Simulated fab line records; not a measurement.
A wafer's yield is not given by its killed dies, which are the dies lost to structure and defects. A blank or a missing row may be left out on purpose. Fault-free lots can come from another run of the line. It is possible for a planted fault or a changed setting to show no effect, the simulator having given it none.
Chamber matching / flow n5 finfet / rie diel-02 running N5_GATE_CUT_ETCH_36: 4 sister chambers
The step etches SiARC in CF4, target depth 13 nm, time 21.7 s. 7 wafers are shown with their chamber, then 7 later ones without.

EACH WAFER AND ITS CHAMBER
wafer=L075.2; chamber=1; showerhead plenum p Torr (Torr)=2.02; oes product au (a.u.)=0.61
wafer=L075.4; chamber=2; showerhead plenum p Torr (Torr)=2.03; oes product au (a.u.)=0.58
wafer=L077.1; chamber=2; showerhead plenum p Torr (Torr)=2.03; oes product au (a.u.)=0.58
wafer=L080.2; chamber=0; showerhead plenum p Torr (Torr)=2.23; oes product au (a.u.)=0.65
wafer=L080.4; chamber=3; showerhead plenum p Torr (Torr)=2.23; oes product au (a.u.)=0.65
wafer=L081.1; chamber=3; showerhead plenum p Torr (Torr)=2.23; oes product au (a.u.)=0.65
wafer=L081.2; chamber=0; showerhead plenum p Torr (Torr)=2.22; oes product au (a.u.)=0.64

WAFERS WITHOUT THEIR CHAMBER
wafer=L081.3; showerhead plenum p Torr (Torr)=2.03; oes product au (a.u.)=0.58
wafer=L089.1; showerhead plenum p Torr (Torr)=2.22; oes product au (a.u.)=0.63
wafer=L089.5; showerhead plenum p Torr (Torr)=2.22; oes product au (a.u.)=0.62
wafer=L089.6; showerhead plenum p Torr (Torr)=2.29; oes product au (a.u.)=0.82
wafer=L090.1; showerhead plenum p Torr (Torr)=2.22; oes product au (a.u.)=0.62
wafer=L090.3; showerhead plenum p Torr (Torr)=2.23; oes product au (a.u.)=0.63
wafer=L090.5; showerhead plenum p Torr (Torr)=2.22; oes product au (a.u.)=0.63

WHICH CHAMBER EACH ONE RAN IN
wafer=L081.3; from the rows above=2; in truth=2
wafer=L089.1; from the rows above=can't be placed: 0 or 3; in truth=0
wafer=L089.5; from the rows above=can't be placed: 0 or 3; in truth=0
wafer=L089.6; from the rows above=can't be placed: 3 or 0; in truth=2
wafer=L090.1; from the rows above=can't be placed: 0 or 3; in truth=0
wafer=L090.3; from the rows above=can't be placed: 0 or 3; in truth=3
wafer=L090.5; from the rows above=can't be placed: 0 or 3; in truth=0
Correctly placed: 1 of 7. Cannot be placed on the basis of these rows: 6; the candidates contain the true chamber in 5. Placed wrongly: 0.
How it was worked out, from the rows above alone: a wafer's distance from a chamber is the root of the sum, over the readings, of the square of ((its reading less the chamber's mean) divided by the reading's scatter). The wafer belongs to the nearest chamber; if the next one is less than 2 further off, it can't be placed. The mean given for a chamber averages the wafers shown for that chamber. The scatter: the root of (the sum of the squares of (reading less its chamber's mean) over the shown wafers, divided by (wafers less chambers)).
